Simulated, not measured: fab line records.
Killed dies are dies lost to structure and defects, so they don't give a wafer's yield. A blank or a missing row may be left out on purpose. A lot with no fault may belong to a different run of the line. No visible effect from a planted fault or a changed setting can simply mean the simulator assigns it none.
A lot that was struck, set against a sound lot -- flow n5_finfet -- 32 out of 1938 route steps
Sound: the wafers L252.1, L252.2, L252.3. Struck: wafers L260.1, L260.4 (left out: L260.5, a lot-mate that was not struck); the cause follows at the end.
For every step that has rows: the tool of each side, followed by ch and its chambers, followed by its first start. Under that, the readings that differ: sound wafers -- struck wafers -- difference of the means -- sigmas: that difference in standard deviations of wafers without a fault.
alike: readings whose means differ by less than 2 such deviations, and words and numbers that are the same on both sides. not compared: withheld readings, readings that some wafer has no value for, bounds like >300 that may hide the same value, and numbers for which the record gives no deviation and whose values overlap.
Wherever a step has rows on one side only, a row that says differs or no value, or a row with sigmas, the two part there. When numbers do not overlap yet have no deviation, they are printed without sigmas and do not part them. A reading missing from all wafers of one side parts the sides only when that side holds two or more wafers.

first, 12 steps without rows for these wafers: N5_HKMG_FIN_DESCUM_53 (chemistry O2, time 7.9 s); N5_HKMG_FIN_ETCH_54 (etches SiARC in CF4, target depth 45.5 nm, time 75.8 s); N5_HKMG_FIN_ETCH_55 (etches SOC in N2/H2, target depth 240 nm, time 300 s); N5_HKMG_FIN_STRIP_56 (strips in N2/H2); N5_HKMG_FIN_STRIP_57 (strips in CF4); N5_HKMG_FIN_ETCH_58 (etches SOC in N2/H2, target depth 215.8 nm, time 741 s); N5_HKMG_FIN_STRIP_93 (strips SOC in N2/H2, time 20 s); N5_HKMG_FIN_WET_ETCH_76 (etches Al2O3 in dNH4OH, stops on La2O3, target depth 2.25 nm, rinse time 30 s); N5_HKMG_FIN_STRIP_60 (strips in N2/H2, time 360 s); N5_HKMG_FIN_WET_ETCH_77 (etches La2O3 in dHCl, stops on HfO2, target depth 2 nm); N5_HKMG_FIN_WET_ETCH_78 (etches Al2O3 in dNH4OH, stops on La2O3, target depth 4.5 nm, rinse time 30 s); N5_HKMG_FIN_ALD_79 (deposits TiN, target thk 1.5 nm, pulse time 1 s, purge time 3 s).
N5_HKMG_FIN_CVD_62: deposits a-Si from Si2H6, target thk 3 nm, time 20.8 s.
  sound on thermal_cvd_si-02 ch 0,2, day 5 12:44; struck on thermal_cvd_si-02 ch 0, day 7 14:20
  alike: heater_power_w, susceptor_temp_C
then, 15 steps without rows for these wafers: N5_HKMG_FIN_RTA_80 (time 2 s); N5_HKMG_FIN_PRECLEAN_64 (cleans in dHF, time 30 s); N5_HKMG_FIN_WET_ETCH_65 (etches a-Si in TMAH, stops on TiN, time 49 s, target depth 3 nm); N5_HKMG_FIN_WET_ETCH_81 (etches TiN in SC1, stops on HfO2, time 57 s, target depth 6 nm); N5_HKMG_FIN_WET_ETCH_82 (etches La2O3 in dHCl, stops on HfO2, target depth 2 nm, rinse time 30 s); N5_HKMG_FIN_ALD_36 (deposits TiN, target thk 1 nm, pulse time 1 s, purge time 3 s); N5_HKMG_FIN_PWFM_ALD_03 (deposits TiN, target thk 2 nm, pulse time 1 s, purge time 3 s); N5_HKMG_FIN_COAT_29 (time 60 s, resist thk 300 nm); N5_HKMG_FIN_COAT_30 (time 60 s, resist thk 35 nm); N5_HKMG_FIN_COAT_06 (resist thk 90 nm); N5_HKMG_FIN_EBR_08; N5_HKMG_FIN_SOFTBAKE_07 (time 60 s); N5_HKMG_FIN_EXPOSE_09 (exposes mask NWFM); N5_HKMG_FIN_PEB_10 (peb time 60 s); N5_HKMG_FIN_DEVELOP_11 (develop time 30 s).
N5_HKMG_FIN_INSPECT_14: inspects for defects (macro).
  sound: defect_inspect-01 at day 5 14:24; struck: defect_inspect-01 at day 7 15:58
reading,sound,struck,difference,sigmas
raw_defect_count,3 3 3,>300 >300,differs,
then, 1 step without rows for these wafers: N5_HKMG_FIN_DESCUM_17 (chemistry O2, time 7.9 s).
-- the record jumps here: 5 days lie between the struck wafers' starts before and after (it left off in module HKMG_FIN and takes up again in module BEOL_M4, whose first step shown is number 1111 of the route) --
N5_BEOL_M4_RC_MEAS_101:
  sound on prober-01 ch 0, day 10 00:36; struck on prober-02 ch 0, day 12 07:47
  alike: DIBL_N, DIBL_P, IOFF_N, IOFF_P, ION_N, ION_P, SS_N, SS_P, VT_N, VT_P
-- here the record skips 5 days between the struck wafers' starts before and after, leaving off in module BEOL_M4 and picking up in module PASSIVATION (first step shown: number 1936 of the route) --
N5_PASSIVATION_PROBE_49:
  sound: prober-02 at day 14 11:48; struck: prober-02 at day 17 17:16
reading,sound,struck,difference,sigmas
defect_limited_yield (%),92.5 88.0 91.2,87.3 85.7,-4.1,-3
killed_at_front_end,25 42 26,84 92,+57,+5
killed_dies,88 142 104,150 169,+48,+3
killed_on_rim,5 12 12,29 27,+18,+5
sort_bin_5_function (%),4.4 8.0 5.2,8.8 8.8,+2.9,+3
sort_n_pass,1092 1038 1076,1030 1011,-48,-3
sort_yield_pct (%),92.5 88.0 91.2,87.3 85.7,-4.1,-3
  alike: killed_at_M0_to_M3, killed_at_M4_up, killed_at_contacts, killed_at_other, killed_open, killed_short, sort_bin_6_memory

== WHERE THEY PART ==
First at N5_HKMG_FIN_INSPECT_14; last, within this record, at N5_PASSIVATION_PROBE_49.

WHY: what had been put in by the simulator
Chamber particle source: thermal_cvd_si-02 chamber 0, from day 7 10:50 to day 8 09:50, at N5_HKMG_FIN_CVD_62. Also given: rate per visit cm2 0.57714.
